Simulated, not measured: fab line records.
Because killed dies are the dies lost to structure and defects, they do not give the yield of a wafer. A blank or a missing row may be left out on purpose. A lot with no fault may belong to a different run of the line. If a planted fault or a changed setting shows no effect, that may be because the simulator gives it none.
What tool caused it? | flow nand harc | Sampling: 13 lots, 39 wafers, 5 of 1302 route steps

== WHAT THE GAUGES READ, wafer by wafer ==
NHARC_A_SLIT_CD_MEAS_21. Usual: cd nm reads 289.4 nm (standard deviation 0.92).
lot  | measured     | on        | cd nm (nm)        | flag
L903 | day 20 14:55 | cd sem-03 | 289.1 289.2 289.0 |
L904 | day 20 22:07 | cd sem-01 | 289.9 288.2 288.8 |
L905 | day 20 22:48 | cd sem-01 | 290.1 288.5 287.9 |
L909 | day 22 14:50 | cd sem-02 | 289.1 288.9 289.3 |
L907 | day 23 00:20 | cd sem-01 | 288.4 289.5 288.7 |
L911 | day 23 22:19 | cd sem-03 | 290.0 289.8 290.7 |
L912 | day 24 02:19 | cd sem-01 | 290.3 289.7 289.5 |
L913 | day 24 04:20 | cd sem-03 | 287.8 288.4 289.4 |
L914 | day 24 19:25 | cd sem-03 | 290.2 290.7 289.3 |
L916 | day 26 01:25 | cd sem-01 | 288.9 288.2 290.2 |
L918 | day 26 11:47 | cd sem-01 | 288.9 290.0 290.4 |
L923 | day 29 11:37 | cd sem-02 | 288.7 288.0 288.8 |
L925 | day 29 20:23 | cd sem-02 | 289.2 288.8 289.4 |

NHARC_END_SORT_01. Usual: killed at array 62, standard deviation 22; killed at other 1.0, standard deviation 1.4; killed at periphery 4.2, standard deviation 2.8; killed dies 67, standard deviation 23; killed open 3.1, standard deviation 1.7; killed short 2.1, standard deviation 1.5.
lot  | measured     | on        | killed at array | killed at other | killed at periphery | killed dies | killed open | killed short | flag
L904 | day 25 12:43 | prober-01 | 72 64 76        | 0 0 0           | 2 6 10              | 74 70 86    | 0 2 4       | 1 1 1        |
L907 | day 27 06:32 | prober-01 | 106 97 83       | 0 0 1           | 3 7 2               | 109 104 86  | 3 4 3       | 1 1 1        |
L913 | day 29 21:21 | prober-01 | 54 55 55        | 0 0 2           | 0 0 0               | 54 55 57    | 1 3 3       | 5 5 3        |
L914 | day 29 04:04 | prober-02 | 38 36 42        | 0 1 0           | 0 1 2               | 38 38 44    | 0 4 3       | 2 3 2        |
L916 | day 31 16:26 | prober-01 | 61 53 49        | 0 0 0           | 1 4 3               | 62 57 52    | 0 4 1       | 1 2 3        |
L918 | day 30 22:27 | prober-02 | 43 46 45        | 3 2 1           | 12 11 3             | 58 59 49    | 4 2 5       | 3 4 2        |
L923 | day 35 09:43 | prober-01 | 32 40 49        | 1 0 0           | 5 5 4               | 38 45 53    | 4 1 7       | 3 0 1        |
L925 | day 35 08:51 | prober-02 | 107 77 68       | 0 0 1           | 2 2 0               | 109 79 69   | 5 5 3       | 2 1 2        |

== WHICH TOOL RAN EACH LOT (tool, then ch and the chambers of the sampled wafers, then the start) ==
lot  | NHARC_A_WL_FILL_CVD_03        | NHARC_A_WL_FILL_STRIP_27             | NHARC_A_WL_FILL_CVD_23
L903 | cvd w-01 ch 0,1, day 20 22:21 | plasma asher-02 ch 0,1, day 20 23:03 | lpcvd poly-01 ch 0, day 21 11:13
L904 | cvd w-02 ch 0,1, day 21 07:46 | plasma asher-02 ch 0,1, day 21 08:32 | lpcvd poly-02 ch 0, day 21 21:07
L905 | cvd w-01 ch 1, day 21 07:56   | plasma asher-01 ch 0,1, day 21 08:59 | lpcvd poly-02 ch 0, day 21 21:07
L909 | cvd w-01 ch 0,1, day 22 22:28 | plasma asher-02 ch 0,1, day 22 23:10 | lpcvd poly-03 ch 0, day 23 12:00
L907 | cvd w-02 ch 0,1, day 23 08:08 | plasma asher-01 ch 0,1, day 23 08:50 | lpcvd poly-03 ch 0, day 23 21:38
L911 | cvd w-02 ch 0,1, day 24 05:59 | plasma asher-01 ch 0,1, day 24 06:41 | lpcvd poly-02 ch 0, day 24 19:34
L912 | cvd w-02 ch 0,1, day 24 10:41 | plasma asher-01 ch 0,1, day 24 11:28 | lpcvd poly-03 ch 0, day 25 02:28
L913 | cvd w-01 ch 0,1, day 24 10:53 | plasma asher-02 ch 0,1, day 24 11:36 | lpcvd poly-02 ch 0, day 26 11:28
L914 | cvd w-01 ch 0,1, day 25 03:09 | plasma asher-02 ch 0,1, day 25 03:52 | lpcvd poly-03 ch 0, day 25 17:26
L916 | cvd w-01 ch 0,1, day 26 09:07 | plasma asher-01 ch 0,1, day 26 09:52 | lpcvd poly-02 ch 0, day 28 05:32
L918 | cvd w-02 ch 0,1, day 26 22:13 | plasma asher-01 ch 0,1, day 26 22:56 | lpcvd poly-03 ch 0, day 27 12:40
L923 | cvd w-02 ch 0,1, day 29 19:20 | plasma asher-01 ch 0,1, day 29 20:40 | lpcvd poly-01 ch 0, day 30 10:34
L925 | cvd w-02 ch 0,1, day 30 03:55 | plasma asher-02 ch 0,1, day 30 04:52 | lpcvd poly-03 ch 0, day 30 18:32
- NHARC_A_WL_FILL_CVD_03: deposits W, target thk 40 nm, time 279 s.
- NHARC_A_WL_FILL_STRIP_27: strips in N2/H2, time 20 s.
- NHARC_A_WL_FILL_CVD_23: deposits poly-Si, target thk 40 nm, time 800 s.

== WHAT THE TOOLS THEMSELVES READ (means of the sampled wafers that have a number; where no wafer has one, the mark that the record gives instead) ==
NHARC_A_WL_FILL_CVD_03. Usual: heater power w 492 W, standard deviation 70; mfc h2 sccm 1600 sccm, standard deviation 5.3; throttle valve pct 8.08 %, standard deviation 0.27.
lot  | tool     | heater power w (W) | mfc h2 sccm (sccm) | throttle valve pct (%) | flag
L903 | cvd w-01 | 432                | 1601               | 7.95                   |
L904 | cvd w-02 | 540                | 1596               | 8.33                   |
L905 | cvd w-01 | 461                | 1606               | 8.13                   |
L909 | cvd w-01 | 446                | 1599               | 7.93                   |
L907 | cvd w-02 | 536                | 1607               | 8.28                   |
L911 | cvd w-02 | 538                | 1599               | 8.20                   |
L912 | cvd w-02 | 576                | 1600               | 8.38                   |
L913 | cvd w-01 | 427                | 1597               | 7.95                   |
L914 | cvd w-01 | 446                | 1600               | 7.79                   |
L916 | cvd w-01 | 452                | 1594               | 7.79                   |
L918 | cvd w-02 | 535                | 1599               | 8.19                   |
L923 | cvd w-02 | 592                | 1601               | 8.26                   |
L925 | cvd w-02 | 582                | 1604               | 8.36                   |

NHARC_A_WL_FILL_STRIP_27. Usual: drypump motor current A 5.5 A, standard deviation 0.52; heater power w 341 W, standard deviation 15.
lot  | tool            | drypump motor current A (A) | heater power w (W) | flag
L903 | plasma asher-02 | 4.9                         | 336                |
L904 | plasma asher-02 | 4.9                         | 333                |
L905 | plasma asher-01 | 5.9                         | 347                |
L909 | plasma asher-02 | 5.1                         | 334                |
L907 | plasma asher-01 | 5.9                         | 337                |
L911 | plasma asher-01 | 5.9                         | 338                |
L912 | plasma asher-01 | 5.8                         | 339                |
L913 | plasma asher-02 | 4.9                         | 336                |
L914 | plasma asher-02 | 4.9                         | 335                |
L916 | plasma asher-01 | 5.9                         | 341                |
L918 | plasma asher-01 | 6.0                         | 351                |
L923 | plasma asher-01 | 5.9                         | 342                |
L925 | plasma asher-02 | 4.9                         | 340                |

NHARC_A_WL_FILL_CVD_23. Usual: tube center temp C 619.99 C, standard deviation 0.059; zone power lower pct 8.5 %, standard deviation 0.46.
lot  | tool          | tube center temp C (C) | zone power lower pct (%) | flag
L903 | lpcvd poly-01 | 619.97                 | 9.5                      |
L904 | lpcvd poly-02 | 619.96                 | 8.3                      |
L905 | lpcvd poly-02 | 619.97                 | 8.3                      |
L909 | lpcvd poly-03 | 619.98                 | 8.3                      |
L907 | lpcvd poly-03 | 619.95                 | 8.3                      |
L911 | lpcvd poly-02 | 619.98                 | 8.3                      |
L912 | lpcvd poly-03 | 619.99                 | 8.3                      |
L913 | lpcvd poly-02 | 619.93                 | 8.3                      |
L914 | lpcvd poly-03 | 619.99                 | 8.4                      |
L916 | lpcvd poly-02 | 620.05                 | 8.3                      |
L918 | lpcvd poly-03 | 619.97                 | 8.3                      |
L923 | lpcvd poly-01 | 619.99                 | 9.5                      |
L925 | lpcvd poly-03 | 619.95                 | 8.4                      |

== THE ANSWER, worked out from the rows above alone ==
Rule: a lot counts as off when the mean over its wafers that have a number is more than 3 standard deviations away from the usual mean. Also off: a lot with no number at a reading for which 4 or more lots have one. Where the step has rows for the other lots, those lots are counted as sound. First the gauges in route order, then the tools' own readings, where a lot's mean is used as printed above. At the first step where some lot is off, the reading lying furthest off is the one used; lots without a number count as furthest.
None of the lots is off at any reading shown; this tells nothing.

== WHAT WAS PUT IN BY THE SIMULATOR ==
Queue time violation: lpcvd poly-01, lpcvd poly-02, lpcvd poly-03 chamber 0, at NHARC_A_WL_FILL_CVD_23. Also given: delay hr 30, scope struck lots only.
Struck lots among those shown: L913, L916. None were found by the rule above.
